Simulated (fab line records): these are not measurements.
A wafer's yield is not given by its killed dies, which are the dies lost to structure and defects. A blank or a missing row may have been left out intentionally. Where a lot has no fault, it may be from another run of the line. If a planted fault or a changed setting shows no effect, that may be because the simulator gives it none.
Matching of chambers    flow n5_finfet    N5_BEOL_M12_DESCUM_15 on rie_diel-01 has 4 sister chambers
The step chemistry O2, time 7.9 s. 8 wafers are shown with their chamber, then 9 later ones without.

## EACH WAFER AND ITS CHAMBER
wafer   chamber  throttle_valve_pct (%)  showerhead_plenum_p_Torr (Torr)
L082.2  1        20.16                   2.10
L082.4  2        20.73                   2.16
L082.5  1        20.16                   2.10
L086.3  2        20.72                   2.15
L086.4  0        20.74                   2.02
L093.1  3        20.01                   2.02
L093.4  0        20.77                   2.02
L093.6  3        20.01                   2.02

## WAFERS MISSING THEIR CHAMBER
wafer   throttle_valve_pct (%)  showerhead_plenum_p_Torr (Torr)
L096.1  20.76                   2.02
L096.3  20.21                   2.09
L096.5  20.02                   2.02
L095.3  20.77                   2.01
L095.5  20.78                   2.01
L095.6  20.20                   2.09
L097.2  20.36                   2.15
L097.4  20.21                   2.09
L097.6  20.78                   2.01

## WHICH CHAMBER EACH ONE RAN IN
wafer    from the rows above   in truth
L096.1   0                     0
L096.3   1                     1
L096.5   3                     3
L095.3   0                     0
L095.5   0                     0
L095.6   1                     1
L097.2   1                     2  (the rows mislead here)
L097.4   1                     1
L097.6   0                     0
Correct placement for 8 of the 9. Not placeable from these rows: 0. Placed wrongly: 1.
How it was worked out, from the rows above alone: a wafer's distance from a chamber is the root of the sum, over the readings, of the square of ((its reading less the chamber's mean) divided by the reading's scatter). The wafer belongs to the nearest chamber; if the next one is less than 2 further off, it can't be placed. For every chamber, the mean is computed from those of its wafers that are shown. The scatter: take each reading less its chamber's mean, square it, sum over the shown wafers, divide by the number of wafers less the number of chambers, and take the root.
